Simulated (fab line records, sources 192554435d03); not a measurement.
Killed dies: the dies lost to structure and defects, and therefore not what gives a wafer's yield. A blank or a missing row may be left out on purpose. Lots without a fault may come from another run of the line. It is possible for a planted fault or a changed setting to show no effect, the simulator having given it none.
Split-lot trial    flow n5Finfet    route with 1938 steps; 7 lots, 39 wafers read

== ON THE SPLIT ==
At N5_DUMMY_GATE_EXPOSE_12 (exposes mask GATE, target cd 25 nm), the setting doseMj was moved away from the recipe's 34 on 12 of the 39 wafers read, by -4.7% to +6.8%. All remaining wafers had this setting at the recipe value.

== FROM THE SPLIT TO THE READING: what the file shows between them, 12 steps ==
- N5_DUMMY_GATE_PEB_13: peb time 60 s
- N5_DUMMY_GATE_DEVELOP_14: develop time 30 s
- N5_DUMMY_GATE_CD_MEAS_15: target cd 25.8 nm
- N5_DUMMY_GATE_STRIP_38: strips in N2/H2
- N5_DUMMY_GATE_STRIP_39: strips in N2/H2
- N5_DUMMY_GATE_TRIM_49: chemistry O2, time 29 s, target cd 14 nm
- N5_DUMMY_GATE_STRIP_40: strips in CF4
- N5_DUMMY_GATE_CD_MEAS_50: target cd 14 nm
- N5_DUMMY_GATE_ETCH_31: etches SiO2 in C4F6/O2, target depth 82.5 nm, time 27.5 s
- N5_DUMMY_GATE_STRIP_41: strips in O2
- N5_DUMMY_GATE_ETCH_23: etches poly-Si in HBr/Cl2/O2, target depth 41 nm, time 22.3 s
- N5_DUMMY_GATE_ETCH_44: etches poly-Si in HBr/O2, stops on SiO2, target depth 127.5 nm

== THE READING ==
At N5_DUMMY_GATE_CD_MEAS_24: cdNm in nanometres, against a target cd of 15 nm. Fault-free wafers of this fab line usually give 15.00 nm, standard deviation 0.28 nm.

wafer   tool, chamber at the split  doseMj as run  against the recipe  cdNm, nm  against lot-mates on the recipe
L074.2  euvScanner-01, 0            34             recipe              14.68     -
L074.3  euvScanner-01, 0            34             recipe              14.68     -
L074.4  euvScanner-01, 0            34             recipe              15.26     -
L075.1  euvScanner-02, 0            34             recipe              15.10     -
L075.2  euvScanner-02, 0            34             recipe              14.92     -
L075.3  euvScanner-02, 0            34             recipe              15.40     -
L075.4  euvScanner-02, 0            34             recipe              14.99     -
L075.5  euvScanner-02, 0            34             recipe              15.10     -
L075.6  euvScanner-02, 0            34             recipe              14.84     -
L085.1  euvScanner-01, 0            32.4           -4.7%               15.59     +0.35
L085.2  euvScanner-01, 0            32.4           -4.7%               15.96     +0.72
L085.3  euvScanner-01, 0            32.4           -4.7%               15.82     +0.58
L085.4  euvScanner-01, 0            34             recipe              15.47     -
L085.5  euvScanner-01, 0            34             recipe              15.08     -
L085.6  euvScanner-01, 0            34             recipe              15.17     -
L087.1  euvScanner-02, 0            34             recipe              15.08     -
L087.2  euvScanner-02, 0            34             recipe              14.92     -
L087.3  euvScanner-02, 0            34             recipe              15.13     -
L087.4  euvScanner-02, 0            34             recipe              15.16     -
L087.5  euvScanner-02, 0            34             recipe              14.90     -
L087.6  euvScanner-02, 0            34             recipe              14.75     -
L093.1  euvScanner-01, 0            35.25          +3.7%               14.41     -0.55
L093.2  euvScanner-01, 0            34             recipe              14.89     -
L093.3  euvScanner-01, 0            35.25          +3.7%               14.29     -0.67
L093.4  euvScanner-01, 0            34             recipe              14.70     -
L093.5  euvScanner-01, 0            35.25          +3.7%               14.31     -0.65
L093.6  euvScanner-01, 0            34             recipe              15.28     -
L096.1  euvScanner-01, 0            36.25          +6.6%               14.01     -0.92
L096.2  euvScanner-01, 0            34             recipe              14.96     -
L096.3  euvScanner-01, 0            34             recipe              14.80     -
L096.4  euvScanner-01, 0            36.25          +6.6%               13.86     -1.07
L096.5  euvScanner-01, 0            34             recipe              15.04     -
L096.6  euvScanner-01, 0            36.25          +6.6%               13.88     -1.05
L097.1  euvScanner-02, 0            34             recipe              14.50     -
L097.2  euvScanner-02, 0            34             recipe              14.33     -
L097.3  euvScanner-02, 0            36.32          +6.8%               13.47     -1.13
L097.4  euvScanner-02, 0            34             recipe              14.98     -
L097.5  euvScanner-02, 0            36.32          +6.8%               13.14     -1.46
L097.6  euvScanner-02, 0            36.32          +6.8%               13.23     -1.37

FIT RESULTS
A straight line over all 39 wafers: cdNm changes by -0.195 nm for each +1% of doseMj; r = -0.92; the points scatter about the line by 0.26 nm.
The same after taking each lot's own level away (the mean of its wafers on the recipe; 39 wafers): -0.161 nm for each +1%; r = -0.93; scatter 0.2 nm.
Per that fit: largest doseMj move, reading shift of 1.1 nm.
The span of the lots' own levels, 14.603 to 15.240 nm, comes to 2.3 times the standard deviation stated above.
In other words, the slope is changed by the lot-to-lot level; the two fits disagree.
Check: with one of the wafers moved furthest among these (+6.8%) left out of the fit, the line predicts -1.13 nm for it against its lot-mates. It came out at -1.13 nm against them.

== OTHER SPLITS APPLIED TO THESE WAFERS ==
Other splits were also applied to these wafers ahead of the reading. Each is held against what the fit with the lots' levels taken away leaves over:
other split on the same wafers  wafers away from the commonest value  r with cdNm (lot level and that fit taken away)
N5_FIN_CUT_ETCH_21 timeS        18                                    +0.06

== THE WHOLE CHAIN: every reading that the file lists as answering this split, in the file's order ==
step                      what it does                              reading                                                           change (the file's fit)                r (the file's)
N5_DUMMY_GATE_CD_MEAS_15  target cd 25.8 nm                         cdNm                                                              -0.18 nm for each +1% of the setting   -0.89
N5_DUMMY_GATE_TRIM_49     chemistry O2, time 29 s, target cd 14 nm  DUMMY_GATE.cdNm (the simulator's own value, which no gauge read)  -0.19 nm for each +1% of the setting   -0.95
N5_DUMMY_GATE_CD_MEAS_50  target cd 14 nm                           cdNm                                                              -0.188 nm for each +1% of the setting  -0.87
N5_DUMMY_GATE_CD_MEAS_24  target cd 15 nm                           cdNm                                                              -0.164 nm for each +1% of the setting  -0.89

== THE FILE'S OWN FIT ==
cdNm changes by -0.164 nm for each +1% of doseMj, r = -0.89.
